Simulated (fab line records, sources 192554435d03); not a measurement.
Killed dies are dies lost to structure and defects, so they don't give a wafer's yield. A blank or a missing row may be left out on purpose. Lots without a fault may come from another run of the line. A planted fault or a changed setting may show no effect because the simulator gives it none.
Chamber matching | flow n5_finfet | N5_FIN_SAQP_ETCH_34 on rie_diel-05: 4 sister chambers
The step etches SiO2 in C4F6/O2, target depth 45 nm, time 15 s. 24 wafers are shown with their chamber, then 12 later ones without.

WAFERS WITH THEIR CHAMBER
wafer  | chamber | showerhead_plenum_p_Torr (Torr) | rf_vpp_V (V) | throttle_valve_pct (%)
L074.2 | 1       | 2.73                            | 674          | 21.27
L074.4 | 2       | 2.94                            | 665          | 20.98
L074.6 | 0       | 2.84                            | 655          | 21.11
L076.2 | 1       | 2.73                            | 673          | 21.26
L076.3 | 2       | 2.93                            | 665          | 20.98
L076.4 | 0       | 2.84                            | 652          | 21.12
L077.2 | 3       | 2.81                            | 683          | 20.91
L077.4 | 1       | 2.73                            | 675          | 21.27
L077.5 | 2       | 2.93                            | 664          | 20.98
L078.1 | 3       | 2.81                            | 682          | 20.91
L078.2 | 2       | 2.93                            | 663          | 20.99
L078.6 | 2       | 2.93                            | 664          | 20.99
L080.1 | 1       | 2.73                            | 673          | 21.29
L080.3 | 0       | 2.84                            | 654          | 21.12
L080.4 | 2       | 2.93                            | 665          | 21.00
L081.3 | 1       | 2.72                            | 673          | 21.27
L081.5 | 1       | 2.72                            | 673          | 21.29
L081.6 | 0       | 2.84                            | 654          | 21.12
L082.1 | 0       | 2.84                            | 655          | 21.12
L082.3 | 3       | 2.81                            | 682          | 20.94
L082.5 | 2       | 2.93                            | 665          | 21.01
L086.1 | 1       | 2.72                            | 674          | 21.30
L086.5 | 1       | 2.72                            | 674          | 21.31
L086.6 | 2       | 2.93                            | 664          | 21.02

SIGNATURES (means of the wafers above)
reading                  | chamber 0 | chamber 1 | chamber 2 | chamber 3 | scatter within a chamber
showerhead_plenum_p_Torr | 2.8400    | 2.7250    | 2.9313    | 2.8100    | 0.00379
rf_vpp_V                 | 654.00    | 673.62    | 664.38    | 682.33    | 0.849
throttle_valve_pct       | 21.1180   | 21.2825   | 20.9937   | 20.9200   | 0.0149
Rule: a wafer's distance from a chamber is the root of the sum, over the readings, of the square of ((its reading less the chamber's mean) divided by the reading's scatter). The wafer belongs to the nearest chamber; if the next one is less than 2 further off, it can't be placed. The scatter: the root of (the sum of the squares of (reading less its chamber's mean) over the shown wafers, divided by (wafers less chambers)).

WAFERS WITHOUT THEIR CHAMBER
wafer  | showerhead_plenum_p_Torr (Torr) | rf_vpp_V (V) | throttle_valve_pct (%)
L087.1 | 2.72                            | 674          | 21.30
L087.2 | 2.83                            | 653          | 21.13
L087.5 | 2.72                            | 674          | 21.31
L091.3 | 2.72                            | 674          | 21.31
L091.5 | 2.92                            | 666          | 21.03
L091.6 | 2.80                            | 682          | 20.98
L094.1 | 2.72                            | 674          | 21.32
L094.4 | 2.72                            | 674          | 21.32
L094.5 | 2.92                            | 664          | 21.04
L096.1 | 2.80                            | 682          | 20.60
L096.5 | 2.71                            | 673          | 21.33
L096.6 | 2.80                            | 682          | 20.60

WHICH CHAMBER EACH WENT THROUGH
wafer  | from the rows above | in truth
L087.1 | 1                   | 1
L087.2 | 0                   | 0
L087.5 | 1                   | 1
L091.3 | 1                   | 1
L091.5 | 2                   | 2
L091.6 | 3                   | 3
L094.1 | 1                   | 1
L094.4 | 1                   | 1
L094.5 | 2                   | 2
L096.1 | 3                   | 3
L096.5 | 1                   | 1
L096.6 | 3                   | 3
Placed correctly: 12 of 12. Can't be placed from these rows: 0. Placed wrongly: 0.
